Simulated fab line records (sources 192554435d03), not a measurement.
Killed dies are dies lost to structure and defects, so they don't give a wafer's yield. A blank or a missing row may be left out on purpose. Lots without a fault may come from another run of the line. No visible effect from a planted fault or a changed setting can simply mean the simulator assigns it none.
Matching of chambers / flow n5-finfet / N5_BEOL_M4_PECVD_72 on pecvd-02 has 3 sister chambers
The step deposits SiO2 from TEOS/O2, target thk 16 nm, time 18 s. 6 wafers are shown with their chamber, then 9 later ones without.

EACH WAFER AND ITS CHAMBER
wafer=L077.4; chamber=2; showerhead-plenum-p-Torr (Torr)=8.73; throttle-valve-pct (%)=24.4
wafer=L081.6; chamber=0; showerhead-plenum-p-Torr (Torr)=8.79; throttle-valve-pct (%)=21.2
wafer=L082.1; chamber=0; showerhead-plenum-p-Torr (Torr)=8.79; throttle-valve-pct (%)=20.8
wafer=L086.1; chamber=2; showerhead-plenum-p-Torr (Torr)=8.70; throttle-valve-pct (%)=21.7
wafer=L086.2; chamber=1; showerhead-plenum-p-Torr (Torr)=8.82; throttle-valve-pct (%)=23.7
wafer=L086.6; chamber=1; showerhead-plenum-p-Torr (Torr)=8.78; throttle-valve-pct (%)=23.5

WAFERS WITHOUT THEIR CHAMBER
wafer=L089.1; showerhead-plenum-p-Torr (Torr)=8.78; throttle-valve-pct (%)=20.9
wafer=L089.4; showerhead-plenum-p-Torr (Torr)=8.79; throttle-valve-pct (%)=21.4
wafer=L089.6; showerhead-plenum-p-Torr (Torr)=8.71; throttle-valve-pct (%)=21.4
wafer=L096.2; showerhead-plenum-p-Torr (Torr)=8.82; throttle-valve-pct (%)=23.6
wafer=L096.4; showerhead-plenum-p-Torr (Torr)=8.80; throttle-valve-pct (%)=23.7
wafer=L096.6; showerhead-plenum-p-Torr (Torr)=8.79; throttle-valve-pct (%)=24.0
wafer=L097.3; showerhead-plenum-p-Torr (Torr)=8.78; throttle-valve-pct (%)=21.1
wafer=L097.5; showerhead-plenum-p-Torr (Torr)=8.80; throttle-valve-pct (%)=21.2
wafer=L097.6; showerhead-plenum-p-Torr (Torr)=8.81; throttle-valve-pct (%)=23.7

CHAMBER TAKEN BY EACH
wafer=L089.1; from the rows above=0; in truth=0
wafer=L089.4; from the rows above=can't be placed: 0 or 1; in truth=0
wafer=L089.6; from the rows above=2; in truth=2
wafer=L096.2; from the rows above=can't be placed: 1 or 0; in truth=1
wafer=L096.4; from the rows above=1; in truth=1
wafer=L096.6; from the rows above=1; in truth=1
wafer=L097.3; from the rows above=can't be placed: 0 or 1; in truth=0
wafer=L097.5; from the rows above=can't be placed: 0 or 1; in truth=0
wafer=L097.6; from the rows above=1; in truth=1
Placed correctly: 5 of 9. Cannot be placed on the basis of these rows: 4; the candidates contain the true chamber in 4. Wrongly placed: 0.
How it was worked out, from the rows above alone: a wafer's distance from a chamber is the root of the sum, over the readings, of the square of ((its reading less the chamber's mean) divided by the reading's scatter). The wafer belongs to the nearest chamber; if the next one is less than 2 further off, it can't be placed. The mean given for a chamber averages the wafers shown for that chamber. How the scatter is found: for the shown wafers, subtract from each reading the mean of its chamber, square and add these, divide the total by (wafers less chambers), then take the root.
